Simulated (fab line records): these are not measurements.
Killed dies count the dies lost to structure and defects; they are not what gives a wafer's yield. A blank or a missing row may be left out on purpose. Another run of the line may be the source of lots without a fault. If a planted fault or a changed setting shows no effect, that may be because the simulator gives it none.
A sampling plan put to the test :: flow nand-harc :: one fab line, 37 faults that these records tell of, each judged on the records of the lots that it struck; 1 more is left out, because the records don't allow judging it
What counts as the plan is the set of the line's own looks, namely the steps on the route at which a gauge or an inspection reads a wafer and does not change it. A look is open to judgement when struck wafers have a number at it and the file gives its usual mean and standard deviation on fault-free wafers. Caught: at a look after the fault's first step, the mean of the struck wafers lies 4 or more of those standard deviations (sigma) from the usual mean. On the tool: the fault's steps, tested the same way using the tool's own readings. Caught also covers a different recipe on the struck wafers, or a record left blank for those wafers only.

== THE FAULTS, as the simulator had put them in ==
1. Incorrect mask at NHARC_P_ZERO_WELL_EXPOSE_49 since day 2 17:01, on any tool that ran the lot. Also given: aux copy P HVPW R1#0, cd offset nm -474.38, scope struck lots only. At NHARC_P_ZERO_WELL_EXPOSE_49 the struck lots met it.
2. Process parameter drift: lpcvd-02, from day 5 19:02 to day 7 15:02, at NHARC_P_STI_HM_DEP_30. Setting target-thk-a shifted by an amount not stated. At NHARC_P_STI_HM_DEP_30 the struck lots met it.
3. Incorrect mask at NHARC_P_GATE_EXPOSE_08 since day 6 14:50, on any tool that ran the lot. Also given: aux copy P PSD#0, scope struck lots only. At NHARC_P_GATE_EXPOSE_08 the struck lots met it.
4. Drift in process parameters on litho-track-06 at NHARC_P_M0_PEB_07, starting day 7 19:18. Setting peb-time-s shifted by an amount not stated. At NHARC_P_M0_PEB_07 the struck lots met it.
5. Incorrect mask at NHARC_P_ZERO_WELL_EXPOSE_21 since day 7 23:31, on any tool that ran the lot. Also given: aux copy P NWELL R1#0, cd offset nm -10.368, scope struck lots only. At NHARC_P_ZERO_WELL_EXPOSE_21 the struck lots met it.
6. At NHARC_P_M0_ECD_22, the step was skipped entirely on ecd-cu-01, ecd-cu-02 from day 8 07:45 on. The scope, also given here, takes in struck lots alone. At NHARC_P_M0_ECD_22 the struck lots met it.
7. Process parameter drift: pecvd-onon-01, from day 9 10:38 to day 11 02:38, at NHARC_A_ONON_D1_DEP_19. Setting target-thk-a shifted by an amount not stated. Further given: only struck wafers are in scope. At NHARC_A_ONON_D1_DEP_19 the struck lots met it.
8. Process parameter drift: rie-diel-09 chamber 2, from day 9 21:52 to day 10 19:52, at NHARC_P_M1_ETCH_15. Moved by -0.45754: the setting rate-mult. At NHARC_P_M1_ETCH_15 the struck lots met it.
9. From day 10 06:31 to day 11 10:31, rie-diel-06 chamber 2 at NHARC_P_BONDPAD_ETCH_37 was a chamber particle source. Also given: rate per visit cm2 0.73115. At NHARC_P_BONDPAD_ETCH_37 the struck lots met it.
10. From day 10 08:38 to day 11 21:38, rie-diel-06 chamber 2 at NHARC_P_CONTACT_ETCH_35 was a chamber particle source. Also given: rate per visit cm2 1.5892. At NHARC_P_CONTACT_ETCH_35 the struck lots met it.
11. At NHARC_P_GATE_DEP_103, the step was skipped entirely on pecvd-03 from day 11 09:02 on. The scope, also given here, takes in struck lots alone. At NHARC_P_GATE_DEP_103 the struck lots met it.
12. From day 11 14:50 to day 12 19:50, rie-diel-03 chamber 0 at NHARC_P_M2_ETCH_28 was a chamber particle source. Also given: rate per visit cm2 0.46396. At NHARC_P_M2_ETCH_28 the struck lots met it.
13. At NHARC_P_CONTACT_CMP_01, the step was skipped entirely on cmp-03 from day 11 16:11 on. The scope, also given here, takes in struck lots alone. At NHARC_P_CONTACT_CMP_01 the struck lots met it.
14. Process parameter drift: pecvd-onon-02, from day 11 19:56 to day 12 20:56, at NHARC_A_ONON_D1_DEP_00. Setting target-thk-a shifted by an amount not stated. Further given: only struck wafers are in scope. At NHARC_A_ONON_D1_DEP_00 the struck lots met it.
15. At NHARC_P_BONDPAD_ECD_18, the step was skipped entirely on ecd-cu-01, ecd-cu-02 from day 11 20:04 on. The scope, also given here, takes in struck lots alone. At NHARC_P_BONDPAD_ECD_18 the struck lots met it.
16. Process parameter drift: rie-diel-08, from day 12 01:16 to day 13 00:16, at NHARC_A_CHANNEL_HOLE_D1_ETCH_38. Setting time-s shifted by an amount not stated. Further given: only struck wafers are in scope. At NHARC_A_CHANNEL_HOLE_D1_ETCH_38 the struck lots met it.
17. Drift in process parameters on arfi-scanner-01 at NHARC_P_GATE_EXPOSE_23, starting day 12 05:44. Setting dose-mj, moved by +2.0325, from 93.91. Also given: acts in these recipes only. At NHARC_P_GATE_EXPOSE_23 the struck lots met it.
18. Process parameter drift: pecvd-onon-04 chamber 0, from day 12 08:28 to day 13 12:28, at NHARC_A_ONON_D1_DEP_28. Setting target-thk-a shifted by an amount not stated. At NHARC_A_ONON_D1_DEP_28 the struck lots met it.
19. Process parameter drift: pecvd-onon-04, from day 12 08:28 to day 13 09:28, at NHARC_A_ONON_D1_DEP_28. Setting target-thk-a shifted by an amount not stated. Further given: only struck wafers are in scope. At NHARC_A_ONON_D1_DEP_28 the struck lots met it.
20. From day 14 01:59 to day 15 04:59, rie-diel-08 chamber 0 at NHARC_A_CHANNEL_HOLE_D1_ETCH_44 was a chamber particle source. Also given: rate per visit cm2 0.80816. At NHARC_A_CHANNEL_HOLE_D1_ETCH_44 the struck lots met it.
21. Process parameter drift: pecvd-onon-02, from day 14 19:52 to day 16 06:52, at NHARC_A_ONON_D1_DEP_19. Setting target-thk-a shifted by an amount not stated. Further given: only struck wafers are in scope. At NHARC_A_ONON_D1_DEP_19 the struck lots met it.
22. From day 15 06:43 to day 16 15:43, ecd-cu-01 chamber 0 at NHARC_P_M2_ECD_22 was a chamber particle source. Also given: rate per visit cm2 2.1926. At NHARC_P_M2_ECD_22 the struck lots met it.
23. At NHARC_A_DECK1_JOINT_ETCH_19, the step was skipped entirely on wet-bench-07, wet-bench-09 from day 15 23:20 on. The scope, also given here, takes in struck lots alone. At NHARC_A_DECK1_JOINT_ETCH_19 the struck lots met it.
24. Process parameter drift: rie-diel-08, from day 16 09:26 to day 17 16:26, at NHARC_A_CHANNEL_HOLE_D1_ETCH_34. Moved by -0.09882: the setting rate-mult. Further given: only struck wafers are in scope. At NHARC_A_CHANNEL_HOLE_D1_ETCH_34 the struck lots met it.
25. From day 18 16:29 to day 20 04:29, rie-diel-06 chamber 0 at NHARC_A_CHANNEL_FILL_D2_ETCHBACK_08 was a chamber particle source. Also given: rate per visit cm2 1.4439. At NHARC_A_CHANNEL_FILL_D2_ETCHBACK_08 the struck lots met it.
26. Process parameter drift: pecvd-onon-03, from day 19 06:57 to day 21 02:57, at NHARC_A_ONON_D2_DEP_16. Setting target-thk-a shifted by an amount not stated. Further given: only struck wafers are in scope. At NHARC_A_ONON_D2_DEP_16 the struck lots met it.
27. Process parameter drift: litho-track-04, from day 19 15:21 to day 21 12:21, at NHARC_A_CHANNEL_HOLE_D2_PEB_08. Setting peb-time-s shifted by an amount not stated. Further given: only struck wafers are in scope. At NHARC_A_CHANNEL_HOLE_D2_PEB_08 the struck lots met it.
28. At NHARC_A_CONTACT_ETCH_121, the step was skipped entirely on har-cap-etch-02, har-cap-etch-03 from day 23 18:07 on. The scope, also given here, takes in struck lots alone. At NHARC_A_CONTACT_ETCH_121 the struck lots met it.
29. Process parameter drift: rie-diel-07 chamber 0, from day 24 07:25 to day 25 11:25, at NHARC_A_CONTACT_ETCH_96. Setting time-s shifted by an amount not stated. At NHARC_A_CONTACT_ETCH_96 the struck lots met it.
30. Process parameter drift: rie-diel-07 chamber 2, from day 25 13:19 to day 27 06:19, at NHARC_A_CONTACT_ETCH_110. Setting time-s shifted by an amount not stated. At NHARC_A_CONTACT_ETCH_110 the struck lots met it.
31. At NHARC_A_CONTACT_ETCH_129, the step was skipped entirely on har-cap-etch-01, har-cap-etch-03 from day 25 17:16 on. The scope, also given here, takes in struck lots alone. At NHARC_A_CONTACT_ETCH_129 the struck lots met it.
32. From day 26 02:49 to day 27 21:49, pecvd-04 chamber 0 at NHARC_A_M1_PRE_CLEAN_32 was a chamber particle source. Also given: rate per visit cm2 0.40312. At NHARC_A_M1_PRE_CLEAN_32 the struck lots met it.
33. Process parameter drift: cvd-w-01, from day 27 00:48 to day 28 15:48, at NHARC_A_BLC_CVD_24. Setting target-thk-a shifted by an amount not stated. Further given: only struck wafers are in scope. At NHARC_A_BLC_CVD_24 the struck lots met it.
34. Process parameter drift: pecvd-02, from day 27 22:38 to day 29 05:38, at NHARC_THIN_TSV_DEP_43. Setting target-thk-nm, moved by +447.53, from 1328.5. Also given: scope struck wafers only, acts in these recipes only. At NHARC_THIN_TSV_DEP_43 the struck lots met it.
35. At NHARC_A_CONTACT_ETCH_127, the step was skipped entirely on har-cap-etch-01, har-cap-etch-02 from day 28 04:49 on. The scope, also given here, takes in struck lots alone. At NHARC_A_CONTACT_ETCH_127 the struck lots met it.
36. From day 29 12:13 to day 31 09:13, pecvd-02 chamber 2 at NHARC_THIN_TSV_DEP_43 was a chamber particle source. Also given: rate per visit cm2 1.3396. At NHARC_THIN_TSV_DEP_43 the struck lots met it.
37. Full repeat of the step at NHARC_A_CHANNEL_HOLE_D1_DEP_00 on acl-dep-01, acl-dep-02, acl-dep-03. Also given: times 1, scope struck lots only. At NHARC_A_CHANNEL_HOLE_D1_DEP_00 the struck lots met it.

== WHAT THE PLAN SAW ==
fault: 1
on the tool itself: under 2 sigma
first look that catches it: NHARC_P_ZERO_WELL_CD_MEAS_52
reading, sigma: cd-nm -99 or beyond
median hours from its first step to that look: 0.2
hours from the fault's start to the first struck lot there: 5
judged looks passed uncaught: 0

fault: 2
on the tool itself: under 2 sigma
first look that catches it: NHARC_END_SORT_01
reading, sigma: killed-at-periphery +99 or beyond
median hours from its first step to that look: 511.4
hours from the fault's start to the first struck lot there: 519
judged looks passed uncaught: 0

fault: 3
on the tool itself: no reading that can be judged
first look that catches it: NHARC_END_SORT_01
reading, sigma: killed-at-periphery +99 or beyond
median hours from its first step to that look: 481.7
hours from the fault's start to the first struck lot there: 485
judged looks passed uncaught: 1

fault: 4
on the tool itself: heater-power-total-W +10 sigma
first look that catches it: not the one look that can be judged after it
reading, sigma: strongest: cd-nm at NHARC_P_M0_CD_MEAS_09, -3.7
median hours from its first step to that look: -
hours from the fault's start to the first struck lot there: -
judged looks passed uncaught: 1

fault: 5
on the tool itself: no reading that can be judged
first look that catches it: NHARC_P_ZERO_WELL_CD_MEAS_24
reading, sigma: cd-nm -7.1
median hours from its first step to that look: 0.2
hours from the fault's start to the first struck lot there: 5
judged looks passed uncaught: 0

fault: 6
on the tool itself: the tool's record is blank for the struck wafers
first look that catches it: NHARC_P_M0_THK_MEAS_24
reading, sigma: thk-nm -63
median hours from its first step to that look: 1.0
hours from the fault's start to the first struck lot there: 4
judged looks passed uncaught: 0

fault: 7
on the tool itself: no reading that can be judged
first look that catches it: NHARC_A_ONON_D1_THK_MEAS_21
reading, sigma: thk-nm -7.5
median hours from its first step to that look: 0.5
hours from the fault's start to the first struck lot there: 5
judged looks passed uncaught: 0

fault: 8
on the tool itself: oes-product-au -10 sigma
first look that catches it: NHARC_END_SORT_01
reading, sigma: killed-at-periphery +99 or beyond
median hours from its first step to that look: 424.2
hours from the fault's start to the first struck lot there: 441
judged looks passed uncaught: 1

fault: 9
on the tool itself: under 2 sigma
first look that catches it: NHARC_END_SORT_01
reading, sigma: killed-at-periphery +24
median hours from its first step to that look: 417.0
hours from the fault's start to the first struck lot there: 435
judged looks passed uncaught: 0

fault: 10
on the tool itself: under 2 sigma
first look that catches it: NHARC_END_SORT_01
reading, sigma: killed-at-periphery +27
median hours from its first step to that look: 429.9
hours from the fault's start to the first struck lot there: 432
judged looks passed uncaught: 0

fault: 11
on the tool itself: the tool's record is blank for the struck wafers
first look that catches it: NHARC_END_SORT_01
reading, sigma: killed-at-periphery +99 or beyond
median hours from its first step to that look: 463.8
hours from the fault's start to the first struck lot there: 473
judged looks passed uncaught: 0

fault: 12
on the tool itself: under 2 sigma
first look that catches it: NHARC_END_SORT_01
reading, sigma: killed-at-periphery +21
median hours from its first step to that look: 433.1
hours from the fault's start to the first struck lot there: 425
judged looks passed uncaught: 0

fault: 13
on the tool itself: the tool's record is blank for the struck wafers
first look that catches it: NHARC_END_SORT_01
reading, sigma: killed-at-periphery +99 or beyond
median hours from its first step to that look: 448.1
hours from the fault's start to the first struck lot there: 455
judged looks passed uncaught: 1

fault: 14
on the tool itself: no reading that can be judged
first look that catches it: NHARC_A_ONON_D1_THK_MEAS_02
reading, sigma: thk-nm +52
median hours from its first step to that look: 0.4
hours from the fault's start to the first struck lot there: 18
judged looks passed uncaught: 0

fault: 15
on the tool itself: the tool's record is blank for the struck wafers
first look that catches it: NHARC_P_BONDPAD_THK_MEAS_20
reading, sigma: thk-nm -99 or beyond
median hours from its first step to that look: 1.1
hours from the fault's start to the first struck lot there: 8
judged looks passed uncaught: 0

fault: 16
on the tool itself: run-length-s -34 sigma
first look that catches it: none of the 2 looks that can be judged after it
reading, sigma: strongest: killed-dies at NHARC_END_SORT_01, +2.5
median hours from its first step to that look: -
hours from the fault's start to the first struck lot there: -
judged looks passed uncaught: 2

fault: 17
on the tool itself: exposure-dose-mJ-cm2 +20 sigma
first look that catches it: none of the 4 looks that can be judged after it
reading, sigma: -
median hours from its first step to that look: -
hours from the fault's start to the first struck lot there: -
judged looks passed uncaught: 4

fault: 18
on the tool itself: no reading that can be judged
first look that catches it: NHARC_A_ONON_D1_THK_MEAS_30
reading, sigma: thk-nm -32
median hours from its first step to that look: 0.5
hours from the fault's start to the first struck lot there: 9
judged looks passed uncaught: 0

fault: 19
on the tool itself: no reading that can be judged
first look that catches it: NHARC_A_ONON_D1_THK_MEAS_30
reading, sigma: thk-nm -33
median hours from its first step to that look: 0.5
hours from the fault's start to the first struck lot there: 9
judged looks passed uncaught: 0

fault: 20
on the tool itself: under 2 sigma
first look that catches it: NHARC_A_CHANNEL_HOLE_D1_INSPECT_40
reading, sigma: raw-defect-count +18
median hours from its first step to that look: 1.0
hours from the fault's start to the first struck lot there: 22
judged looks passed uncaught: 0

fault: 21
on the tool itself: under 2 sigma
first look that catches it: NHARC_A_ONON_D1_THK_MEAS_21
reading, sigma: thk-nm +59
median hours from its first step to that look: 0.5
hours from the fault's start to the first struck lot there: 11
judged looks passed uncaught: 0

fault: 22
on the tool itself: no reading that can be judged
first look that catches it: NHARC_END_SORT_01
reading, sigma: killed-at-periphery +99 or beyond
median hours from its first step to that look: 418.5
hours from the fault's start to the first struck lot there: 430
judged looks passed uncaught: 5

fault: 23
on the tool itself: the tool's record is blank for the struck wafers
first look that catches it: NHARC_END_SORT_01
reading, sigma: killed-dies +30
median hours from its first step to that look: 325.9
hours from the fault's start to the first struck lot there: 318
judged looks passed uncaught: 0

fault: 24
on the tool itself: under 2 sigma
first look that catches it: NHARC_END_SORT_01
reading, sigma: killed-at-array +7.1
median hours from its first step to that look: 382.2
hours from the fault's start to the first struck lot there: 404
judged looks passed uncaught: 0

fault: 25
on the tool itself: under 2 sigma
first look that catches it: NHARC_END_SORT_01
reading, sigma: killed-at-array +4.0
median hours from its first step to that look: 209.1
hours from the fault's start to the first struck lot there: 231
judged looks passed uncaught: 0

fault: 26
on the tool itself: under 2 sigma
first look that catches it: NHARC_A_ONON_D2_THK_MEAS_18
reading, sigma: thk-nm -11
median hours from its first step to that look: 0.3
hours from the fault's start to the first struck lot there: 7
judged looks passed uncaught: 0

fault: 27
on the tool itself: under 2 sigma
first look that catches it: NHARC_A_CHANNEL_HOLE_D2_CD_MEAS_10
reading, sigma: cd-nm +33
median hours from its first step to that look: 0.1
hours from the fault's start to the first struck lot there: 6
judged looks passed uncaught: 0

fault: 28
on the tool itself: the tool's record is blank for the struck wafers
first look that catches it: NHARC_END_SORT_01
reading, sigma: killed-dies +30
median hours from its first step to that look: 72.9
hours from the fault's start to the first struck lot there: 74
judged looks passed uncaught: 0

fault: 29
on the tool itself: run-length-s -12 sigma
first look that catches it: NHARC_END_SORT_01
reading, sigma: killed-dies +19
median hours from its first step to that look: 69.8
hours from the fault's start to the first struck lot there: 89
judged looks passed uncaught: 0

fault: 30
on the tool itself: run-length-s -13 sigma
first look that catches it: NHARC_END_SORT_01
reading, sigma: killed-at-array +30
median hours from its first step to that look: 51.0
hours from the fault's start to the first struck lot there: 60
judged looks passed uncaught: 0

fault: 31
on the tool itself: the tool's record is blank for the struck wafers
first look that catches it: NHARC_END_SORT_01
reading, sigma: killed-at-array +30
median hours from its first step to that look: 57.0
hours from the fault's start to the first struck lot there: 62
judged looks passed uncaught: 0

fault: 32
on the tool itself: under 2 sigma
first look that catches it: NHARC_END_SORT_01
reading, sigma: defect-limited-yield -5.0
median hours from its first step to that look: 33.1
hours from the fault's start to the first struck lot there: 75
judged looks passed uncaught: 0

fault: 33
on the tool itself: under 2 sigma
first look that catches it: no look after it can be judged
reading, sigma: -
median hours from its first step to that look: -
hours from the fault's start to the first struck lot there: -
judged looks passed uncaught: 0

fault: 34
on the tool itself: under 2 sigma
first look that catches it: NHARC_END_SORT_01
reading, sigma: killed-at-other +99 or beyond
median hours from its first step to that look: 16.2
hours from the fault's start to the first struck lot there: 31
judged looks passed uncaught: 2

fault: 35
on the tool itself: the tool's record is blank for the struck wafers
first look that catches it: NHARC_END_SORT_01
reading, sigma: killed-at-array +30
median hours from its first step to that look: 58.8
hours from the fault's start to the first struck lot there: 58
judged looks passed uncaught: 0

fault: 36
on the tool itself: under 2 sigma
first look that catches it: NHARC_END_SORT_01
reading, sigma: killed-at-other +48
median hours from its first step to that look: 17.1
hours from the fault's start to the first struck lot there: 38
judged looks passed uncaught: 0

fault: 37
on the tool itself: under 2 sigma
first look that catches it: NHARC_END_SORT_01
reading, sigma: killed-at-array +30
median hours from its first step to that look: 388.6
hours from the fault's start to the first struck lot there: -
judged looks passed uncaught: 0
A dash: the fault is not caught, or the number is missing from these records.

Caught at a look: 33 of 37. Caught on the tool: 14 of 37. By one or the other: 36 of 37.
Faults caught by the tool alone: 4, 16, 17.
Caught at a look alone: faults 1, 2, 3, 5, 7, 9, 10, 12, 14, 18, 19, 20, 21, 22, 24, 25, 26, 27, 32, 34, 36, 37.
Caught by neither: fault 33.

== THINNER SAMPLING ==
Were the look that catches a fault to measure just every second or every third lot (counted by lot number), the first struck lot would, at worst, be measured this late:
fault: 1
struck lots at that look, in order of time: L291
every lot: 5 h
every second lot: may miss it
every third lot: may miss it

fault: 2
struck lots at that look, in order of time: L845, L848
every lot: 519 h
every second lot: 540 h
every third lot: may miss all 2

fault: 3
struck lots at that look, in order of time: L523
every lot: 485 h
every second lot: may miss it
every third lot: may miss it

fault: 5
struck lots at that look, in order of time: L513
every lot: 5 h
every second lot: may miss it
every third lot: may miss it

fault: 6
struck lots at that look, in order of time: L563, L564
every lot: 4 h
every second lot: 18 h
every third lot: may miss all 2

fault: 7
struck lots at that look, in order of time: L329, L330
every lot: 5 h
every second lot: 17 h
every third lot: may miss all 2

fault: 8
struck lots at that look, in order of time: L956, L957
every lot: 441 h
every second lot: 444 h
every third lot: may miss all 2

fault: 9
struck lots at that look, in order of time: L793, L792
every lot: 435 h
every second lot: 437 h
every third lot: may miss all 2

fault: 10
struck lots at that look, in order of time: L268, L270
every lot: 432 h
every second lot: may miss all 2
every third lot: may miss all 2

fault: 11
struck lots at that look, in order of time: L559, L560
every lot: 473 h
every second lot: 473 h
every third lot: may miss all 2

fault: 12
struck lots at that look, in order of time: L344, L345, L346
every lot: 425 h
every second lot: 457 h
every third lot: 458 h

fault: 13
struck lots at that look, in order of time: L396, L397
every lot: 455 h
every second lot: 455 h
every third lot: may miss all 2

fault: 14
struck lots at that look, in order of time: L373
every lot: 18 h
every second lot: may miss it
every third lot: may miss it

fault: 15
struck lots at that look, in order of time: L147, L149, L148
every lot: 8 h
every second lot: 25 h
every third lot: 25 h

fault: 18
struck lots at that look, in order of time: L681, L683
every lot: 9 h
every second lot: may miss all 2
every third lot: may miss all 2

fault: 19
struck lots at that look, in order of time: L190, L192
every lot: 9 h
every second lot: may miss all 2
every third lot: may miss all 2

fault: 20
struck lots at that look, in order of time: L131, L132
every lot: 22 h
every second lot: 23 h
every third lot: may miss all 2

fault: 21
struck lots at that look, in order of time: L759, L761
every lot: 11 h
every second lot: may miss all 2
every third lot: may miss all 2

fault: 22
struck lots at that look, in order of time: L462
every lot: 430 h
every second lot: may miss it
every third lot: may miss it

fault: 23
struck lots at that look, in order of time: L303, L304, L305
every lot: 318 h
every second lot: 352 h
every third lot: 352 h

fault: 24
struck lots at that look, in order of time: L190
every lot: 404 h
every second lot: may miss it
every third lot: may miss it

fault: 25
struck lots at that look, in order of time: L685, L687
every lot: 231 h
every second lot: may miss all 2
every third lot: may miss all 2

fault: 26
struck lots at that look, in order of time: L526, L528, L530
every lot: 7 h
every second lot: may miss all 3
every third lot: 44 h

fault: 27
struck lots at that look, in order of time: L833, L834, L836
every lot: 6 h
every second lot: 18 h
every third lot: may miss all 3

fault: 28
struck lots at that look, in order of time: L911, L912, L913
every lot: 74 h
every second lot: 80 h
every third lot: 87 h

fault: 29
struck lots at that look, in order of time: L818
every lot: 89 h
every second lot: may miss it
every third lot: may miss it

fault: 30
struck lots at that look, in order of time: L523, L525
every lot: 60 h
every second lot: may miss all 2
every third lot: may miss all 2

fault: 31
struck lots at that look, in order of time: L749, L748
every lot: 62 h
every second lot: 62 h
every third lot: may miss all 2

fault: 32
struck lots at that look, in order of time: L975
every lot: 75 h
every second lot: may miss it
every third lot: may miss it

fault: 34
struck lots at that look, in order of time: L582
every lot: 31 h
every second lot: may miss it
every third lot: may miss it

fault: 35
struck lots at that look, in order of time: L951, L953
every lot: 58 h
every second lot: may miss all 2
every third lot: may miss all 2

fault: 36
struck lots at that look, in order of time: L444, L445
every lot: 38 h
every second lot: 39 h
every third lot: may miss all 2
Hours: fault start to first struck lot measured. Since the struck wafers were tested as one group against 4 sigma, a single lot by itself may lie under the limit. Other struck lots may not be in these records.

== THE LONGEST TIMED WAY FROM STEP TO LOOK ==
Fault 2: median gap of 511.4 hours between NHARC_P_STI_HM_DEP_30 and NHARC_END_SORT_01. No look between them can be judged.
